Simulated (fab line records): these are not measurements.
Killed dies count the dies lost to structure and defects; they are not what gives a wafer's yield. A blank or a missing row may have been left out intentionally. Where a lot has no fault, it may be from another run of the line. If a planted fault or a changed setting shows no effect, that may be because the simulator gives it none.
Chamber matching | flow nandHarc | NHARC_A_CHANNEL_FILL_D1_CMP_10 on cmp-03: 4 sister chambers
The step polishes, target thk 150 nm. 18 wafers are shown with their chamber, then 9 later ones without.

WAFERS PAIRED WITH THEIR CHAMBERS
wafer  | chamber | motorCurrentA (A) | timeToEndpointS (s)
L076.1 | 1       | 10.2              | 15.5
L076.2 | 0       | 10.3              | 17.9
L076.6 | 3       | 15.5              | 15.3
L080.4 | 1       | 11.1              | 13.2
L080.5 | 0       | 9.7               | 18.8
L080.6 | 1       | 11.0              | 13.6
L084.2 | 1       | 11.3              | 14.4
L084.4 | 3       | 14.3              | 14.9
L084.5 | 2       | 11.1              | 13.7
L083.2 | 1       | 10.3              | 16.6
L083.3 | 2       | 11.9              | 16.8
L083.5 | 0       | 10.4              | 16.0
L088.1 | 2       | 11.0              | 17.1
L088.2 | 0       | 9.6               | 20.9
L088.4 | 3       | 15.3              | 15.1
L089.2 | 2       | 11.6              | 19.0
L089.4 | 3       | 15.4              | 18.3
L089.5 | 1       | 10.7              | 19.0

SIGNATURES (averages over the wafers above)
reading         | chamber 0 | chamber 1 | chamber 2 | chamber 3 | scatter within a chamber
motorCurrentA   | 10.000    | 10.767    | 11.400    | 15.125    | 0.46
timeToEndpointS | 18.400    | 15.383    | 16.650    | 15.900    | 2.04
Rule: distance of a wafer from a chamber = root of the sum over the readings of ((wafer's reading minus chamber's mean) / reading's scatter) squared. If the next closest chamber is less than 2 further off than the closest, the wafer can't be placed; otherwise it belongs to the closest. The scatter: the root of (the sum of the squares of (reading less its chamber's mean) over the shown wafers, divided by (wafers less chambers)).

WAFERS WITHOUT THEIR CHAMBER
wafer  | motorCurrentA (A) | timeToEndpointS (s)
L090.1 | 11.5              | 17.1
L090.2 | 11.1              | 17.1
L090.6 | 11.3              | 16.4
L094.1 | 9.9               | 17.2
L094.3 | 14.4              | 13.9
L094.6 | 10.5              | 14.9
L097.1 | 10.7              | 10.9
L097.2 | 9.3               | 14.7
L097.6 | 10.7              | 13.0

WHICH CHAMBER EACH WENT THROUGH
wafer  | from the rows above          | in truth
L090.1 | can't be placed: 2 or 1      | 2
L090.2 | can't be placed: 2 or 1 or 0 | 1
L090.6 | can't be placed: 2 or 1      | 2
L094.1 | can't be placed: 0 or 1      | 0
L094.3 | 3                            | 3
L094.6 | can't be placed: 1 or 0 or 2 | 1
L097.1 | can't be placed: 1 or 2 or 0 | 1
L097.2 | can't be placed: 0 or 1      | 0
L097.6 | can't be placed: 1 or 2 or 0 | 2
Placed correctly: 1 of 9. These rows do not allow placing 8 (true chamber among the candidates in 8). Wrongly placed: 0.
